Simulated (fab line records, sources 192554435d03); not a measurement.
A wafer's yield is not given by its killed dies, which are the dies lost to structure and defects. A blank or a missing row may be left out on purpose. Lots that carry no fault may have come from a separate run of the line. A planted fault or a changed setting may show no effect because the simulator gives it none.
Matching of chambers || flow n5-finfet || rie-diel-02 running N5_BEOL_M10_STRIP_19: 4 sister chambers
The step strips in O2. 22 wafers are shown with their chamber, then 11 later ones without.

## WAFERS, EACH WITH ITS CHAMBER
{"wafer": "L074.1", "chamber": 1, "drypump-motor-current-A (A)": 6.3, "showerhead-plenum-p-Torr (Torr)": 2.14, "throttle-valve-pct (%)": 16.76}
{"wafer": "L074.2", "chamber": 2, "drypump-motor-current-A (A)": 6.0, "showerhead-plenum-p-Torr (Torr)": 2.12, "throttle-valve-pct (%)": 16.46}
{"wafer": "L074.3", "chamber": 3, "drypump-motor-current-A (A)": 5.6, "showerhead-plenum-p-Torr (Torr)": 2.14, "throttle-valve-pct (%)": 16.70}
{"wafer": "L082.2", "chamber": 1, "drypump-motor-current-A (A)": 6.3, "showerhead-plenum-p-Torr (Torr)": 2.14, "throttle-valve-pct (%)": 16.79}
{"wafer": "L082.3", "chamber": 2, "drypump-motor-current-A (A)": 6.0, "showerhead-plenum-p-Torr (Torr)": 2.12, "throttle-valve-pct (%)": 16.50}
{"wafer": "L082.6", "chamber": 0, "drypump-motor-current-A (A)": 5.9, "showerhead-plenum-p-Torr (Torr)": 2.09, "throttle-valve-pct (%)": 16.96}
{"wafer": "L086.2", "chamber": 2, "drypump-motor-current-A (A)": 6.0, "showerhead-plenum-p-Torr (Torr)": 2.12, "throttle-valve-pct (%)": 16.48}
{"wafer": "L086.3", "chamber": 1, "drypump-motor-current-A (A)": 6.3, "showerhead-plenum-p-Torr (Torr)": 2.13, "throttle-valve-pct (%)": 16.79}
{"wafer": "L086.4", "chamber": 2, "drypump-motor-current-A (A)": 6.0, "showerhead-plenum-p-Torr (Torr)": 2.12, "throttle-valve-pct (%)": 16.51}
{"wafer": "L089.2", "chamber": 3, "drypump-motor-current-A (A)": 5.6, "showerhead-plenum-p-Torr (Torr)": 2.13, "throttle-valve-pct (%)": 16.31}
{"wafer": "L089.3", "chamber": 2, "drypump-motor-current-A (A)": 6.0, "showerhead-plenum-p-Torr (Torr)": 2.12, "throttle-valve-pct (%)": 16.50}
{"wafer": "L089.6", "chamber": 1, "drypump-motor-current-A (A)": 6.2, "showerhead-plenum-p-Torr (Torr)": 2.13, "throttle-valve-pct (%)": 16.83}
{"wafer": "L090.4", "chamber": 1, "drypump-motor-current-A (A)": 6.2, "showerhead-plenum-p-Torr (Torr)": 2.13, "throttle-valve-pct (%)": 16.83}
{"wafer": "L090.5", "chamber": 3, "drypump-motor-current-A (A)": 5.6, "showerhead-plenum-p-Torr (Torr)": 2.13, "throttle-valve-pct (%)": 16.33}
{"wafer": "L090.6", "chamber": 0, "drypump-motor-current-A (A)": 5.9, "showerhead-plenum-p-Torr (Torr)": 2.08, "throttle-valve-pct (%)": 17.01}
{"wafer": "L092.1", "chamber": 3, "drypump-motor-current-A (A)": 5.6, "showerhead-plenum-p-Torr (Torr)": 2.13, "throttle-valve-pct (%)": 16.32}
{"wafer": "L092.2", "chamber": 2, "drypump-motor-current-A (A)": 6.0, "showerhead-plenum-p-Torr (Torr)": 2.11, "throttle-valve-pct (%)": 16.56}
{"wafer": "L092.4", "chamber": 1, "drypump-motor-current-A (A)": 6.3, "showerhead-plenum-p-Torr (Torr)": 2.13, "throttle-valve-pct (%)": 16.85}
{"wafer": "L093.1", "chamber": 1, "drypump-motor-current-A (A)": 6.3, "showerhead-plenum-p-Torr (Torr)": 2.13, "throttle-valve-pct (%)": 16.84}
{"wafer": "L093.3", "chamber": 0, "drypump-motor-current-A (A)": 5.9, "showerhead-plenum-p-Torr (Torr)": 2.08, "throttle-valve-pct (%)": 17.01}
{"wafer": "L093.4", "chamber": 2, "drypump-motor-current-A (A)": 6.0, "showerhead-plenum-p-Torr (Torr)": 2.11, "throttle-valve-pct (%)": 16.53}
{"wafer": "L094.1", "chamber": 2, "drypump-motor-current-A (A)": 6.0, "showerhead-plenum-p-Torr (Torr)": 2.11, "throttle-valve-pct (%)": 16.53}

SIGNATURES (means of the wafers above)
{"reading": "drypump-motor-current-A", "chamber 0": 5.900, "chamber 1": 6.271, "chamber 2": 6.000, "chamber 3": 5.600, "scatter within a chamber": 0.0282}
{"reading": "showerhead-plenum-p-Torr", "chamber 0": 2.0833, "chamber 1": 2.1329, "chamber 2": 2.1162, "chamber 3": 2.1325, "scatter within a chamber": 0.00512}
{"reading": "throttle-valve-pct", "chamber 0": 16.9933, "chamber 1": 16.8129, "chamber 2": 16.5087, "chamber 3": 16.4150, "scatter within a chamber": 0.0829}
Rule: for a wafer and a chamber, the distance is found by dividing, reading by reading, the gap between the wafer's reading and the chamber's mean by the reading's scatter, squaring, summing and taking the root. If the next closest chamber is less than 2 further off than the closest, the wafer can't be placed; otherwise it belongs to the closest. How the scatter is found: for the shown wafers, subtract from each reading the mean of its chamber, square and add these, divide the total by (wafers less chambers), then take the root.

## WAFERS WHOSE CHAMBER IS MISSING
{"wafer": "L094.2", "drypump-motor-current-A (A)": 6.3, "showerhead-plenum-p-Torr (Torr)": 2.13, "throttle-valve-pct (%)": 16.85}
{"wafer": "L094.3", "drypump-motor-current-A (A)": 5.6, "showerhead-plenum-p-Torr (Torr)": 2.13, "throttle-valve-pct (%)": 16.32}
{"wafer": "L094.4", "drypump-motor-current-A (A)": 5.9, "showerhead-plenum-p-Torr (Torr)": 2.08, "throttle-valve-pct (%)": 17.03}
{"wafer": "L094.5", "drypump-motor-current-A (A)": 5.9, "showerhead-plenum-p-Torr (Torr)": 2.08, "throttle-valve-pct (%)": 17.00}
{"wafer": "L094.6", "drypump-motor-current-A (A)": 5.6, "showerhead-plenum-p-Torr (Torr)": 2.13, "throttle-valve-pct (%)": 16.31}
{"wafer": "L095.2", "drypump-motor-current-A (A)": 6.3, "showerhead-plenum-p-Torr (Torr)": 2.13, "throttle-valve-pct (%)": 16.84}
{"wafer": "L095.3", "drypump-motor-current-A (A)": 6.0, "showerhead-plenum-p-Torr (Torr)": 2.11, "throttle-valve-pct (%)": 16.51}
{"wafer": "L095.5", "drypump-motor-current-A (A)": 6.3, "showerhead-plenum-p-Torr (Torr)": 2.13, "throttle-valve-pct (%)": 16.85}
{"wafer": "L096.1", "drypump-motor-current-A (A)": 5.9, "showerhead-plenum-p-Torr (Torr)": 2.08, "throttle-valve-pct (%)": 17.02}
{"wafer": "L096.2", "drypump-motor-current-A (A)": 6.3, "showerhead-plenum-p-Torr (Torr)": 2.13, "throttle-valve-pct (%)": 16.86}
{"wafer": "L096.3", "drypump-motor-current-A (A)": 5.6, "showerhead-plenum-p-Torr (Torr)": 2.12, "throttle-valve-pct (%)": 16.34}

## CHAMBER TAKEN BY EACH
{"wafer": "L094.2", "from the rows above": 1, "in truth": 1}
{"wafer": "L094.3", "from the rows above": 3, "in truth": 3}
{"wafer": "L094.4", "from the rows above": 0, "in truth": 0}
{"wafer": "L094.5", "from the rows above": 0, "in truth": 0}
{"wafer": "L094.6", "from the rows above": 3, "in truth": 3}
{"wafer": "L095.2", "from the rows above": 1, "in truth": 1}
{"wafer": "L095.3", "from the rows above": 2, "in truth": 2}
{"wafer": "L095.5", "from the rows above": 1, "in truth": 1}
{"wafer": "L096.1", "from the rows above": 0, "in truth": 0}
{"wafer": "L096.2", "from the rows above": 1, "in truth": 1}
{"wafer": "L096.3", "from the rows above": 3, "in truth": 3}
11 of 11 placed correctly. Left unplaced by these rows: 0. Number placed wrongly: 0.
